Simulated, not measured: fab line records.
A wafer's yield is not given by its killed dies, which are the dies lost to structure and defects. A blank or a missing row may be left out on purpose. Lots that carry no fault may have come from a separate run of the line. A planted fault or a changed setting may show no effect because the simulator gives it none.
fab line records	flow n5_finfet
[record] lots = 10	wafers = 29	last_day = 18
route steps=1938 shown MIM_TOP_LITHO@1850 TV_OPEN@1887 PASSIVATION@1921
lots with no fault: from the same line, run without faults
start_h: the number of hours between the record's first day and the start of the first shown wafer of the lot	wait_h: how many hours have passed since the lot's step before this one	" unchanged from the row above	L1.1+2: one row covering several wafers at once	- no value, or no start was given	* or withheld: withheld	< > ~ a bound
route shown NAME@n: NAME is a module with steps in the file, n the number in the route of the first one	usual: mean/standard deviation taken from wafers without a fault	same: alike in all rows	chamber/n: place in a boat	sites: the reading at each site	_std_site: how widely they spread, as a standard deviation	_edge_site: outer sites' mean less inner sites'	radius_mm: for every site, how far away it sits from the centre of the wafer	mask NAME#n: copy n	behind: the tool/chamber that last shaped the wafer	hold: why the lot went on hold/how many hours it stayed there/how the hold came to an end	device: names the non-switching transistor (n, p or np)	end of line: tests run on the same wafers once the route is complete	a step with no rows: only its recipe	killed: dies that structure and defects cost at the first sort, which is not the same as the wafer's yield	map: a wafer's dies, marking killed ones x, the rest . and places with no die _
set.NAME: setting as actually run; set.NAME@STEP: the setting as run at that earlier step	model.NAME: the simulator's own value behind a step, which no gauge read
route steps across a sampled set of lots; one table per step, one row per wafer
services: from which hour (start_h, from the record's first day; less than 0 if before it) a tool's chamber was out of use, for how many hours, and why
[[steps]]
[step N5_MIM_TOP_LITHO_DESCUM_10]
[recipe] chemistry = O2	time_s = 7.9	source_power_w = 50	bias_power_w = 20	pressure_mtorr = 20	rf_frequency_hz = 2.712e+07	temp_c = 40	o2_flow_sccm = 225
[usual] drypump_motor_current_A = 5.8/0.56	oes_product_au = 0.80/0.08	rf_vpp_V = 242.7/1.6	showerhead_plenum_p_Torr = 2.07/0.078	throttle_valve_pct = 20.37/0.23
lot.wafer	tool	chamber	start_h	wait_h	drypump_motor_current_A	oes_product_au	rf_hours_counter_h	rf_vpp_V	showerhead_plenum_p_Torr	throttle_valve_pct
L847.1	rie_diel-02	0	259.52	0.0	5.0	0.84	76	243.2	2.05	20.45
L847.5	"	2	"	"	6.3	0.75	-	242.9	2.03	20.49
L849.2	rie_diel-06	3	261.52	0.0	6.4	0.71	211	244.5	2.16	20.67
L849.3	"	1	"	"	5.9	0.92	31	246.0	2.23	20.14
L849.4	"	2	"	"	6.2	0.88	56	242.3	2.05	20.46
L850.1	rie_diel-02	2	271.41	0.3	6.2	0.75	126	242.1	2.02	20.51
L850.2	"	1	"	"	5.5	0.80	71	243.1	2.03	19.97
L850.4	"	1	"	"	5.5	0.80	-	242.9	2.03	19.97
L857.2	rie_diel-06	1	323.87	0.0	5.9	0.87	57	245.9	2.22	20.18
L857.3	"	3	"	"	6.4	0.68	234	243.4	2.15	20.70
L857.6	"	3	"	"	6.4	0.69	-	244.0	2.15	20.70
L859.1	rie_diel-05	1	324.17	0.0	6.4	0.84	87	242.4	2.03	20.36
L859.3	"	0	"	"	6.0	0.73	178	242.6	1.99	20.26
L859.5	"	0	"	"	6.0	0.74	-	241.7	1.99	20.29
L860.1	rie_diel-02	0	346.11	0.0	5.1	0.81	102	243.0	2.04	20.48
L860.5	"	0	"	"	5.1	0.81	-	242.7	2.04	20.48
L860.6	"	3	"	"	5.9	0.89	-	242.0	2.04	20.31
L864.2	rie_diel-02	1	371.45	0.6	5.5	0.77	105	243.4	2.02	20.03
L864.3	"	3	"	"	6.0	0.88	33	243.6	2.04	20.31
L864.6	"	1	"	"	5.5	0.77	-	242.0	2.02	20.01
L866.3	rie_diel-05	2	383.79	0.0	6.6	0.93	19	241.8	2.07	20.31
L866.4	"	1	"	"	6.4	0.82	110	241.3	2.02	20.40
L866.6	"	1	"	"	6.4	0.82	-	241.1	2.02	20.39
L868.2	rie_diel-06	0	398.36	0.0	4.9	0.87	25	245.7	2.22	20.52
L868.3	"	1	"	"	5.9	0.83	82	244.5	2.21	20.21
L868.4	"	2	"	"	6.2	0.83	-	242.4	2.03	20.51
L869.2	rie_diel-05	3	424.07	1.1	4.9	0.74	132	242.5	2.02	20.11
L869.4	"	0	"	"	6.0	0.71	217	241.3	1.98	20.33
L869.6	"	3	"	"	4.9	0.74	-	241.7	2.02	20.11
[step N5_PASSIVATION_PASS_ETCH_74]
[recipe] chemistry = CF4/O2	target = SiNx	target_depth_a = 2200	time_s = 110	ion_energy_ev = 100	pressure_mtorr = 40	source_w = 535	bias_w = 49	Ar_flow_sccm = 100	cf4_flow_sccm = 100	O2_flow_sccm = 10
[usual] drypump_motor_current_A = 5.7/0.63	oes_product_au = 0.83/0.086	rf_vpp_V = 243/5.4	showerhead_plenum_p_Torr = 2.20/0.063	throttle_valve_pct = 15.94/0.22
lot.wafer	tool	chamber	start_h	wait_h	drypump_motor_current_A	oes_product_au	rf_hours_counter_h	rf_vpp_V	showerhead_plenum_p_Torr	throttle_valve_pct
L849.2	rie_diel-01	3	264.76	0.0	6.4	0.83	83	244	2.15	15.84
L849.3	"	1	"	"	5.2	0.70	234	234	2.16	16.33
L849.4	"	0	"	"	4.7	0.85	70	236	2.23	15.84
L847.1	rie_diel-01	1	265.34	0.0	5.2	0.69	234	234	2.16	16.33
L847.5	"	0	"	"	4.8	0.85	-	237	2.23	15.83
L850.1	rie_diel-04	1	276.39	0.0	6.5	0.76	129	247	2.22	16.02
L850.2	"	3	"	"	6.6	0.69	218	246	2.09	16.32
L850.4	"	1	"	"	6.5	0.76	-	246	2.22	16.02
L859.1	rie_diel-04	0	330.79	0.0	5.7	0.89	34	240	2.25	16.24
L859.3	"	3	"	"	6.6	0.69	233	244	2.09	16.35
L859.5	"	0	"	"	5.7	0.88	-	240	2.25	16.21
L857.2	rie_diel-03	1	333.86	0.0	5.3	0.73	203	244	2.19	15.91
L857.3	"	0	"	"	5.0	0.79	120	242	2.21	15.65
L857.6	"	0	"	"	5.0	0.79	-	242	2.21	15.65
L860.1	rie_diel-01	0	348.74	0.0	4.7	0.83	93	237	2.22	15.88
L860.5	"	0	"	"	4.8	0.82	-	237	2.22	15.88
L860.6	"	3	"	"	6.4	0.81	-	243	2.14	15.93
L864.2	rie_diel-03	1	373.99	0.0	5.3	0.73	215	244	2.18	15.94
L864.3	"	0	"	"	5.0	0.79	132	242	2.21	15.69
L864.6	"	2	"	"	5.5	0.88	-	251	2.34	15.83
L866.3	rie_diel-01	2	391.83	0.0	6.1	0.87	78	239	2.14	15.69
L866.4	"	3	"	"	6.4	0.80	114	244	2.14	15.93
L866.6	"	1	"	"	5.2	0.95	-	235	2.15	15.89
L868.2	rie_diel-03	0	403.66	0.0	5.0	0.77	139	244	2.21	15.70
L868.3	"	1	"	"	5.3	0.71	223	245	2.18	15.96
L868.4	"	3	"	"	6.2	0.95	21	248	2.26	15.74
L869.2	rie_diel-03	0	431.55	0.0	5.0	0.76	151	242	2.20	15.72
L869.4	"	1	"	"	5.3	0.71	234	245	2.18	15.97
L869.6	"	3	"	"	6.3	0.92	-	248	2.26	15.76
[step N5_PASSIVATION_EXPOSE_41]
[recipe] mask_id = PASS_OPEN	na = 0.55	defocus_nm = 0	source_shape = conventional	sigma_outer = 0.8	polarization = unpolarized	target_cd_nm = 40000	dose_mj = 57.25
[usual] reticle_temp_C = 23.01/0.097
lot.wafer	tool	chamber	start_h	wait_h	mask	reticle_temp_C
L849.2	krf_scanner-02	0	268.40	-	PASS_OPEN#0	22.95
L849.3	"	0	"	"	PASS_OPEN#0	22.88
L849.4	"	0	"	"	PASS_OPEN#0	23.00
L847.1	krf_scanner-01	0	268.60	-	PASS_OPEN#0	22.96
L847.5	"	0	"	"	PASS_OPEN#0	22.98
L850.1	krf_scanner-01	0	279.75	-	PASS_OPEN#0	23.11
L850.2	"	0	"	"	PASS_OPEN#0	22.94
L850.4	"	0	"	"	PASS_OPEN#0	22.94
L859.1	krf_scanner-02	0	333.51	-	PASS_OPEN#0	23.12
L859.3	"	0	"	"	PASS_OPEN#0	22.99
L859.5	"	0	"	"	PASS_OPEN#0	23.13
L857.2	krf_scanner-01	0	336.99	-	PASS_OPEN#0	22.78
L857.3	"	0	"	"	PASS_OPEN#0	22.87
L857.6	"	0	"	"	PASS_OPEN#0	23.06
L860.1	krf_scanner-01	0	351.58	-	PASS_OPEN#0	23.11
L860.5	"	0	"	"	PASS_OPEN#0	23.21
L860.6	"	0	"	"	PASS_OPEN#0	23.16
L864.2	krf_scanner-02	0	377.55	-	PASS_OPEN#0	23.01
L864.3	"	0	"	"	PASS_OPEN#0	23.05
L864.6	"	0	"	"	PASS_OPEN#0	23.09
L866.3	krf_scanner-02	0	395.81	-	PASS_OPEN#0	23.11
L866.4	"	0	"	"	PASS_OPEN#0	22.93
L866.6	"	0	"	"	PASS_OPEN#0	23.09
L868.2	krf_scanner-02	0	407.36	-	PASS_OPEN#0	22.94
L868.3	"	0	"	"	PASS_OPEN#0	22.92
L868.4	"	0	"	"	PASS_OPEN#0	22.99
L869.2	krf_scanner-01	0	434.42	-	PASS_OPEN#0	22.96
L869.4	"	0	"	"	PASS_OPEN#0	22.99
L869.6	"	0	"	"	PASS_OPEN#0	22.90
[step N5_PASSIVATION_CD_MEAS_44]
[recipe] target_cd_nm = 40000	landing_energy_ev = 500	detector = se_inlens
[usual] cd_nm = 40002/4
lot.wafer	tool	chamber	start_h	wait_h	cd_nm
L849.2	cd_sem-02	0	268.57	-	40004
L849.3	"	0	"	"	40006
L849.4	"	0	"	"	40001
L847.1	cd_sem-01	0	268.77	-	40002
L847.5	"	0	"	"	40000
L850.1	cd_sem-03	0	279.92	-	39998
L850.2	"	0	"	"	39998
L850.4	"	0	"	"	40001
L859.1	cd_sem-03	0	333.69	-	39990
L859.3	"	0	"	"	40003
L859.5	"	0	"	"	40001
L857.2	cd_sem-02	0	337.17	-	40040
L857.3	"	0	"	"	40018
L857.6	"	0	"	"	40031
L860.1	cd_sem-02	0	351.76	-	40009
L860.5	"	0	"	"	40032
L860.6	"	0	"	"	40028
L864.2	cd_sem-01	0	377.73	-	40002
L864.3	"	0	"	"	39998
L864.6	"	0	"	"	39995
L866.3	cd_sem-03	0	395.98	-	40000
L866.4	"	0	"	"	40002
L866.6	"	0	"	"	40001
L868.2	cd_sem-01	0	407.54	-	39991
L868.3	"	0	"	"	39997
L868.4	"	0	"	"	39997
L869.2	cd_sem-03	0	434.59	-	39998
L869.4	"	0	"	"	40000
L869.6	"	0	"	"	39999
[step N5_PASSIVATION_ETCH_54]
[recipe] chemistry = CHF3/O2	target = SiO2	target_depth_a = 8800	CHF3_flow_sccm = 50	O2_flow_sccm = 5	Ar_flow_sccm = 200	time_s = 440	mask_material = PR	pressure_mtorr = 30	source_w = 650	bias_w = 170	ion_energy_ev = 200
[usual] drypump_motor_current_A = 5.8/0.57	oes_product_au = 0.81/0.076	rf_vpp_V = 520/8.9	showerhead_plenum_p_Torr = 2.36/0.07	throttle_valve_pct = 18.70/0.22
lot.wafer	tool	chamber	start_h	wait_h	drypump_motor_current_A	oes_product_au	rf_hours_counter_h	rf_vpp_V	showerhead_plenum_p_Torr	throttle_valve_pct
L849.2	rie_diel-06	3	268.92	0.1	6.5	0.70	213	517	2.48	19.03
L849.3	"	1	"	"	5.9	0.91	34	523	2.56	18.48
L849.4	"	0	"	"	4.9	0.69	245	510	2.28	19.28
L847.1	rie_diel-05	0	269.17	0.1	6.0	0.74	161	511	2.30	18.66
L847.5	"	3	"	"	4.9	0.80	-	519	2.35	18.37
L850.1	rie_diel-02	3	280.28	0.1	6.0	0.96	3	532	2.38	18.68
L850.2	"	2	"	"	6.3	0.75	129	506	2.34	18.94
L850.4	"	1	"	"	5.5	0.81	74	517	2.35	18.36
L859.1	rie_diel-02	0	334.04	0.1	5.1	0.82	96	523	2.33	18.65
L859.3	"	2	"	"	6.3	0.74	145	507	2.33	18.97
L859.5	"	0	"	"	5.0	0.81	-	522	2.33	18.66
L857.2	rie_diel-02	0	337.53	0.1	5.1	0.82	98	522	2.33	18.66
L857.3	"	3	"	"	5.9	0.90	21	531	2.37	18.71
L857.6	"	2	"	"	6.2	0.73	-	505	2.33	18.97
L860.1	rie_diel-02	3	352.36	0.1	5.9	0.89	26	530	2.37	18.71
L860.5	"	1	"	"	5.5	0.79	-	516	2.34	18.41
L860.6	"	0	"	"	5.0	0.81	-	522	2.33	18.66
L864.2	rie_diel-02	1	378.08	0.1	5.5	0.78	106	516	2.33	18.43
L864.3	"	3	"	"	5.9	0.88	35	530	2.36	18.74
L864.6	"	3	"	"	5.9	0.88	-	530	2.36	18.75
L866.3	rie_diel-02	2	396.33	0.1	6.2	0.72	166	505	2.33	19.02
L866.4	"	0	"	"	5.0	0.80	117	523	2.33	18.70
L866.6	"	1	"	"	5.5	0.78	-	517	2.33	18.45
L868.2	rie_diel-06	1	407.89	0.1	5.9	0.82	87	521	2.54	18.56
L868.3	"	0	"	"	4.9	0.87	31	519	2.55	18.88
L868.4	"	0	"	"	4.9	0.87	-	519	2.55	18.88
L869.2	rie_diel-05	3	434.98	0.1	4.9	0.73	136	520	2.33	18.48
L869.4	"	2	"	"	6.6	0.89	38	535	2.35	18.54
L869.6	"	2	"	"	6.6	0.89	-	534	2.35	18.55
[step N5_PASSIVATION_PROBE_49]
[usual] defect_limited_yield = 90.9/1.5	killed_at_M0_to_M3 = 36/10	killed_at_M4_up = 13/5.5	killed_at_contacts = 12/5.6	killed_at_front_end = 42/12	killed_at_other = 4/3.2	killed_dies = 108/18	killed_open = 71/13	killed_short = 34/7.8	sort_bin_5_function = 5.4/1	sort_bin_6_memory = 3.4/0.68	sort_n_pass = 1072/18	sort_yield_pct = 90.9/1.5
[same] gross_dies = 1180	killed_at_back_side = 0	sort_bin_4_leakage[%] = 0	sort_bin_8_speed[%] = 0
lot.wafer	tool	chamber	start_h	wait_h	defect_limited_yield[%]	killed_at_M0_to_M3	killed_at_M4_up	killed_at_contacts	killed_at_front_end	killed_at_other	killed_dies	killed_open	killed_short	sort_bin_5_function[%]	sort_bin_6_memory[%]	sort_n_pass	sort_yield_pct[%]
L859.1	prober-02	-	336.83	0.0	90.1	48	22	5	36	6	117	70	45	6.2	3.3	1063	90.1
L859.3	prober-02	-	336.93	0.1	90.9	43	11	3	46	4	107	58	49	5.7	3.0	1073	90.9
L859.5	prober-02	-	337.03	0.2	92.4	25	9	14	40	2	90	62	27	4.2	3.3	1090	92.4
// killed by level:class
L859.1 FIN_SAQP:geometric_particle:open=10 BEOL_M0_SAQP:geometric_particle:short=10 BEOL_M2:geometric_particle:open=10 FIN_SAQP:geometric_particle:short=7 BEOL_M0:geometric_particle:short=7 BEOL_M3:geometric_particle:open=7 BEOL_M4:geometric_particle:open=7 DUMMY_GATE:geometric_particle:open=5
L859.3 STI_FIN_REVEAL:geometric_particle:open=16 BEOL_M0_SAQP:geometric_particle:short=11 STARTING-WAFER:geometric_particle:short=9 FIN_SAQP:geometric_particle:short=8 BEOL_M2:geometric_particle:open=8 BEOL_M0_SAQP:geometric_particle:open=8 BEOL_M0:geometric_particle:short=4 DUMMY_GATE:geometric_particle:open=3
L859.5 MOL_CONTACT_COAG:geometric_particle:open=13 BEOL_M2:geometric_particle:open=8 STI_FIN_REVEAL:geometric_particle:open=8 GATE_CUT:geometric_particle:short=8 FIN_SAQP:geometric_particle:open=7 BEOL_M0_SAQP:geometric_particle:short=7 DUMMY_GATE:geometric_particle:open=6 FIN_SAQP:geometric_particle:short=5
[[services]]
tool	chamber	start_h	hours	kind
krf_scanner-02	-	254.46	1.3	pm
rie_diel-05	0	258.19	9.4	repair
krf_scanner-02	-	258.36	1.0	pm
krf_scanner-01	-	262.54	1.0	pm
rie_diel-02	0	264.49	9.9	repair
krf_scanner-02	-	296.33	0.3	repair
krf_scanner-01	-	302.26	1.1	repair
krf_scanner-01	-	304.88	4.0	pm
rie_diel-05	0	307.30	4.3	repair
krf_scanner-01	-	310.23	1.3	pm
krf_scanner-01	-	313.35	4.1	repair
rie_diel-06	3	328.29	2.5	repair
krf_scanner-02	-	360.18	0.8	pm
rie_diel-05	3	376.16	2.3	repair
rie_diel-02	-	381.76	0.5	repair
rie_diel-06	3	382.22	2.3	repair
rie_diel-06	2	382.64	11.7	repair
krf_scanner-01	-	390.66	0.8	repair
rie_diel-06	0	392.19	4.8	repair
krf_scanner-02	-	397.48	1.1	repair
rie_diel-02	-	413.98	13.0	repair
krf_scanner-02	-	427.36	1.0	pm
krf_scanner-02	-	430.36	1.3	pm
rie_diel-06	-	434.39	2.8	pm
[[key]]
[first_sign] step = N5_PASSIVATION_CD_MEAS_44	reading = cd_nm	direction = up	sigmas = 6.1	usual = 40002	struck = 40026
effect none on later readings
met_at N5_PASSIVATION_EXPOSE_41
struck_lots L857,L860
not_acting_at N5_MIM_TOP_LITHO_DESCUM_10,N5_PASSIVATION_PASS_ETCH_74,N5_PASSIVATION_ETCH_54
onset_between 279.75 336.99
[fault] kind = process_parameter_drift	tool = krf_scanner-01	chamber = -	onset_h = 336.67	steps = N5_PASSIVATION_EXPOSE_41	channel = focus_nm	offset = 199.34	spread_by_wafer = 0.3	shape = step	end_h = 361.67
